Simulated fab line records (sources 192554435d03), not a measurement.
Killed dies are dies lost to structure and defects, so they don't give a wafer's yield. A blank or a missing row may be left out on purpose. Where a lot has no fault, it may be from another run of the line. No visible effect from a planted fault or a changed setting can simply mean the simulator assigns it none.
fab line records	flow n5_finfet
record: lots: 7	wafers: 39
route steps=1938 shown ZERO_LAYER@4 WELL_APT@33 FIN_SAQP@94 DUMMY_GATE@228 HKMG_FIN@403 MOL_CONTACT_COAG@616 BEOL_M4@1111
start_h: start of the lot's first displayed wafer, in hours after the record's first day	wait_h: hours elapsed since this lot's preceding step	" same as the row above	L1.1+2: several wafers, shown together as one row	- value missing, or start not given	* or withheld: withheld	< > ~ a bound
route shown NAME@n: names a module that has steps shown in the file, with the first one's number in the route	usual: mean/standard deviation of fault-free wafers	same: alike in all rows	chamber/n: place in a boat	sites: per-site readings	_std_site: standard deviation of those values	_edge_site: inner sites' mean taken away from outer sites' mean	radius_mm: how far each site lies from the wafer's centre	mask NAME#n: copy n	behind: the most recent tool/chamber to have shaped the wafer	hold: reason for holding the lot/hours on hold/outcome of the hold	device: which transistor (n, p or np) failed to switch	end of line: the tests these same wafers got at the end of their route	where a step has no rows: the recipe by itself	killed: dies that structure and defects cost at the first sort, which is not the same as the wafer's yield	map: a wafer's dies, x killed, . not, _ none there
set.NAME: the setting the step ran with; set.NAME@STEP: the setting that earlier step ran with	model.NAME: the simulator's own value behind a step, which no gauge read
one table per step and one row per wafer, for lots whose settings were changed on purpose
== steps ==
step: N5_ZERO_LAYER_PECVD_02
recipe: material: SiO2	target_thk_a: 100	temp_c: 400	precursor: SiH4/N2O	pressure_torr: 0.75	rf_w: 275	time_s: 6
step: N5_WELL_APT_IMPLANT_15
recipe: species: As	energy_kev: 25	dose_cm2: 1.5e+13	tilt_deg: 0	rotation_deg: 0
step: N5_FIN_SAQP_ALD_61
recipe: material: SiO2	target_thk_a: 40	temp_c: 300	ald_precursor_family: BDEAS	ald_co_reactant: O2-plasma	pulse_time_s: 1	purge_time_s: 2	co_reactant_purge_time_s: 2	ald_cycles: 43	pressure_torr: 2
step: N5_FIN_SAQP_ETCH_52
recipe: chemistry: N2/H2	target: SOC	target_depth_a: 1000	overetch_a: 200	mask_material: SiARC	temp_c: 40	time_s: 150	ion_energy_ev: 200	pressure_mtorr: 30	source_w: 840	bias_w: 150	n2_flow_sccm: 200	h2_flow_sccm: 200	ends: end_point
step: N5_DUMMY_GATE_EXPOSE_12
recipe: mask_id: GATE	na: 0.33	source_shape: annular	sigma_inner: 0.2	sigma_outer: 0.6	polarization: unpolarized	target_cd_nm: 25	dose_mj: 34
step: N5_DUMMY_GATE_ETCH_31
recipe: chemistry: C4F6/O2	target: SiO2	mask_material: SOC	target_depth_a: 825	time_s: 27.5	ion_energy_ev: 250	pressure_mtorr: 30	source_w: 345	bias_w: 185	Ar_flow_sccm: 300	C4F6_flow_sccm: 10	O2_flow_sccm: 10
step: N5_HKMG_FIN_ETCH_55
recipe: chemistry: N2/H2	target: SOC	target_depth_a: 2400	temp_c: 40	time_s: 300	ion_energy_ev: 200	mask_material: SiARC	pressure_mtorr: 30	source_w: 840	bias_w: 150	n2_flow_sccm: 200	h2_flow_sccm: 200
step: N5_MOL_CONTACT_COAG_ETCH_124
recipe: chemistry: CH3F/O2	target: SiNx	target_depth_a: 65	mask_material: SOC	stop_on: SiOC	over_etch_frac: 0.3	ion_energy_ev: 120	pressure_mtorr: 30	source_w: 395	bias_w: 73	Ar_flow_sccm: 150	CH3F_flow_sccm: 30	O2_flow_sccm: 20	ends: end_point
step: N5_BEOL_M4_RC_MEAS_101
usual: CJ_N: 4.35/0.057	CJ_P: 5.84/0.14	DIBL_N: 36.4/1.4	DIBL_P: 36.4/1.5	IOFF_P: 0.210/0.023	IOFF_P_85C: 3.6/0.33
lot.wafer	tool	chamber	start_h	wait_h	set.target_thk_a@ZERO_LAYER_PECVD_02	set.dose_cm2@WELL_APT_IMPLANT_15	set.ald_cycles@FIN_SAQP_ALD_61	set.source_w@FIN_SAQP_ETCH_52	set.dose_mj@DUMMY_GATE_EXPOSE_12	set.target_depth_a@DUMMY_GATE_ETCH_31	set.bias_w@HKMG_FIN_ETCH_55	set.bias_w@MOL_CONTACT_COAG_ETCH_124	CJ_N	CJ_P	DIBL_N[mV/V]	DIBL_P[mV/V]	IOFF_P[nA/um]	IOFF_P_85C[nA/um]
L079.1	prober-01	0	223.88	0.0	100	1.5e+13	43	840	34	825	169.9	73	4.34	5.80	33.9	35.1	0.200	3.5
L079.2	"	0	"	"	100	1.5e+13	43	784.6	32.5	825	169.9	73	4.38	5.71	33.3	34.9	0.195	3.4
L079.3	"	0	"	"	100	1.593e+13	43	840	32.5	825	150	73	4.44	5.99	33.5	33.7	0.183	3.2
L079.4	"	0	"	"	100	1.593e+13	43	784.6	34	825	169.9	78.37	4.40	5.97	34.0	34.8	0.192	3.4
L079.5	"	0	"	"	100	1.593e+13	43	840	32.5	825	150	78.37	4.38	5.74	31.1	31.8	0.157	2.9
L079.6	"	0	"	"	100	1.5e+13	43	784.6	34	825	150	78.37	4.36	5.81	36.1	38.1	0.258	4.3
L080.1	prober-02	0	229.14	0.0	100	1.5e+13	43	893.6	34	825	126.9	73	4.35	5.72	37.9	36.2	0.247	4.2
L080.2	"	0	"	"	100	1.254e+13	43	893.6	34	748.2	150	85.5	4.46	5.14	37.2	34.3	0.215	3.7
L080.3	"	0	"	"	100	1.5e+13	43	893.6	34	748.2	126.9	85.5	4.37	5.86	37.6	35.3	0.229	3.9
L080.4	"	0	"	"	100	1.254e+13	43	840	34	825	150	85.5	4.29	5.53	35.8	33.0	0.196	3.4
L080.5	"	0	"	"	100	1.254e+13	43	840	34	748.2	126.9	73	4.31	5.11	37.9	35.8	0.242	4.1
L080.6	"	0	"	"	100	1.5e+13	43	840	34	825	150	73	4.42	5.84	36.7	34.6	0.211	3.7
L081.1	prober-02	0	234.37	0.0	100	1.397e+13	46	840	31.93	825	150	73	4.45	5.86	35.5	32.9	0.157	2.8
L081.2	"	0	"	"	100	1.5e+13	46	840	34	825	150	73	4.41	5.67	37.4	37.3	0.195	3.4
L081.3	"	0	"	"	100	1.397e+13	43	840	34	825	150	68.55	4.34	5.55	37.6	37.7	0.200	3.5
L081.4	"	0	"	"	100	1.5e+13	43	840	31.93	825	166.3	68.55	4.55	5.95	36.5	32.7	0.150	2.7
L081.5	"	0	"	"	100	1.397e+13	46	840	31.93	825	166.3	68.55	4.41	5.54	34.0	33.0	0.153	2.8
L081.6	"	0	"	"	100	1.5e+13	43	840	34	825	166.3	73	4.46	5.86	39.2	37.2	0.194	3.4
L082.1	prober-01	0	241.96	0.0	100	1.5e+13	36	840	34	825	160.6	82.72	4.32	5.91	36.7	39.1	0.239	4.1
L082.2	"	0	"	"	114.8	1.5e+13	36	840	32.1	825	150	73	4.50	5.63	35.0	37.0	0.219	3.9
L082.3	"	0	"	"	114.8	1.5e+13	43	741.2	32.1	825	160.6	73	4.54	5.67	34.7	36.0	0.197	3.5
L082.4	"	0	"	"	100	1.5e+13	43	840	34	825	160.6	73	4.32	5.72	35.7	37.9	0.216	3.8
L082.5	"	0	"	"	100	1.5e+13	43	741.2	32.1	825	150	82.72	4.34	5.90	32.1	33.4	0.165	3.0
L082.6	"	0	"	"	114.8	1.5e+13	36	741.2	34	825	150	82.72	4.51	5.59	36.9	38.5	0.229	4.0
L088.1	prober-02	0	278.02	0.0	95.52	1.73e+13	43	715.2	32.1	825	150	73	4.28	6.28	32.9	33.8	0.171	3.0
L088.2	"	0	"	"	100	1.73e+13	43	840	34	919.3	150	80.04	4.40	6.34	35.3	34.8	0.184	3.2
L088.3	"	0	"	"	100	1.5e+13	43	715.2	32.1	825	150	80.04	4.40	5.87	32.4	31.8	0.147	2.6
L088.4	"	0	"	"	95.52	1.73e+13	43	715.2	34	919.3	150	80.04	4.20	6.41	35.7	37.1	0.212	3.6
L088.5	"	0	"	"	100	1.5e+13	43	840	32.1	919.3	150	73	4.36	5.89	32.2	32.6	0.151	2.7
L088.6	"	0	"	"	95.52	1.5e+13	43	840	34	825	150	73	4.29	5.86	36.4	36.2	0.196	3.4
L090.2	prober-01	0	289.78	0.2	100	1.5e+13	43	840	34	825	150	73	4.29	5.91	38.1	38.4	0.220	3.8
L090.4	"	0	"	"	100	1.5e+13	43	840	34	825	150	73	4.30	5.51	38.1	39.1	0.231	3.9
L090.6	"	0	"	"	100	1.5e+13	43	840	34	825	150	73	4.28	5.94	38.8	40.0	0.240	4.1
L093.1	prober-02	0	310.96	0.0	104.5	1.5e+13	50	840	32.09	825	150	73	4.39	5.65	31.2	31.5	0.143	2.7
L093.2	"	0	"	"	100	1.248e+13	43	840	34	825	150	84.85	4.38	5.31	34.7	36.0	0.193	3.4
L093.3	"	0	"	"	104.5	1.5e+13	43	840	34	787.9	150	73	4.39	5.87	34.7	36.3	0.186	3.3
L093.4	"	0	"	"	100	1.248e+13	43	840	32.09	787.9	167.5	84.85	4.33	5.22	31.2	31.4	0.143	2.6
L093.5	"	0	"	"	104.5	1.248e+13	50	840	34	787.9	167.5	73	4.39	5.27	34.4	35.2	0.181	3.2
L093.6	"	0	"	"	100	1.5e+13	50	840	32.09	825	167.5	84.85	4.34	5.69	30.5	30.6	0.127	2.4
== key ==
split: step: N5_ZERO_LAYER_PECVD_02	setting: target_thk_a	stated_as: 100
response: step: N5_BEOL_M4_RC_MEAS_101	reading: CJ_N	slope: +0.0147	per: 1%	together_with: all	explained: 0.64
split: step: N5_WELL_APT_IMPLANT_15	setting: dose_cm2	stated_as: 1.5e+13
response: step: N5_BEOL_M4_RC_MEAS_101	reading: CJ_P	slope: +0.0291	per: 1%	together_with: all	explained: 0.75
split: step: N5_FIN_SAQP_ALD_61	setting: ald_cycles	stated_as: 43
response none clear
split: step: N5_FIN_SAQP_ETCH_52	setting: source_w	stated_as: 840
response none clear
split: step: N5_DUMMY_GATE_EXPOSE_12	setting: dose_mj	stated_as: 34
response: step: N5_BEOL_M4_RC_MEAS_101	reading: DIBL_P	slope: +0.656	per: 1%	together_with: all	explained: 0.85
response: step: N5_BEOL_M4_RC_MEAS_101	reading: DIBL_N	slope: +0.515	per: 1%	together_with: all	explained: 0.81
response: step: N5_BEOL_M4_RC_MEAS_101	reading: IOFF_P_85C	slope: +0.109	per: 1%	together_with: all	explained: 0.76
response: step: N5_BEOL_M4_RC_MEAS_101	reading: IOFF_P	slope: +0.00728	per: 1%	together_with: all	explained: 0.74
split: step: N5_DUMMY_GATE_ETCH_31	setting: target_depth_a	stated_as: 825
response none clear
split: step: N5_HKMG_FIN_ETCH_55	setting: bias_w	stated_as: 150
response none clear
split: step: N5_MOL_CONTACT_COAG_ETCH_124	setting: bias_w	stated_as: 73
response none clear
